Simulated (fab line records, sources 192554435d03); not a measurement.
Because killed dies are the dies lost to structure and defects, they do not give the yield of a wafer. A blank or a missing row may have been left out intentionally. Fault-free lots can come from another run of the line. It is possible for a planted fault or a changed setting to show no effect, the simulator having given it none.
Chamber matching / flow n5Finfet / N5_MOL_CONTACT_COAG_ETCH_59 on rieDiel-04 has 4 sister chambers
The step etches underlayer in N2/H2, target depth 13 nm, time 10.4 s. 4 wafers are shown with their chamber, then 10 later ones without.

== WAFERS, EACH WITH ITS CHAMBER ==
wafer=L083.4; chamber=2; drypumpMotorCurrentA (A)=5.6
wafer=L088.5; chamber=0; drypumpMotorCurrentA (A)=6.7
wafer=L089.4; chamber=1; drypumpMotorCurrentA (A)=5.9
wafer=L089.5; chamber=3; drypumpMotorCurrentA (A)=6.2

== WAFERS MISSING THEIR CHAMBER ==
wafer=L089.6; drypumpMotorCurrentA (A)=6.7
wafer=L093.2; drypumpMotorCurrentA (A)=5.7
wafer=L093.4; drypumpMotorCurrentA (A)=6.2
wafer=L093.5; drypumpMotorCurrentA (A)=5.6
wafer=L096.1; drypumpMotorCurrentA (A)=5.7
wafer=L096.3; drypumpMotorCurrentA (A)=6.7
wafer=L096.4; drypumpMotorCurrentA (A)=6.7
wafer=L097.2; drypumpMotorCurrentA (A)=6.7
wafer=L097.5; drypumpMotorCurrentA (A)=6.2
wafer=L097.6; drypumpMotorCurrentA (A)=5.7

== THE CHAMBER EACH PASSED THROUGH ==
wafer=L089.6; from the rows above=0; in truth=0
wafer=L093.2; from the rows above=can't be placed: 2 or 1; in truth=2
wafer=L093.4; from the rows above=3; in truth=3
wafer=L093.5; from the rows above=2; in truth=2
wafer=L096.1; from the rows above=can't be placed: 2 or 1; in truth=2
wafer=L096.3; from the rows above=0; in truth=0
wafer=L096.4; from the rows above=0; in truth=0
wafer=L097.2; from the rows above=0; in truth=0
wafer=L097.5; from the rows above=3; in truth=3
wafer=L097.6; from the rows above=can't be placed: 2 or 1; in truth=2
Correct placement for 7 of the 10. Can't be placed from these rows: 3 (the true chamber is among the candidates in 3). Number placed wrongly: 0.
How it was worked out, from the rows above alone: a wafer's distance from a chamber is the root of the sum, over the readings, of the square of ((its reading less the chamber's mean) divided by the reading's scatter). The wafer belongs to the nearest chamber; if the next one is less than 2 further off, it can't be placed. For every chamber, the mean is computed from those of its wafers that are shown. The scatter (one wafer shown for each chamber): square how far every hidden wafer sits from the nearest shown wafer, average those squares and take the square root.
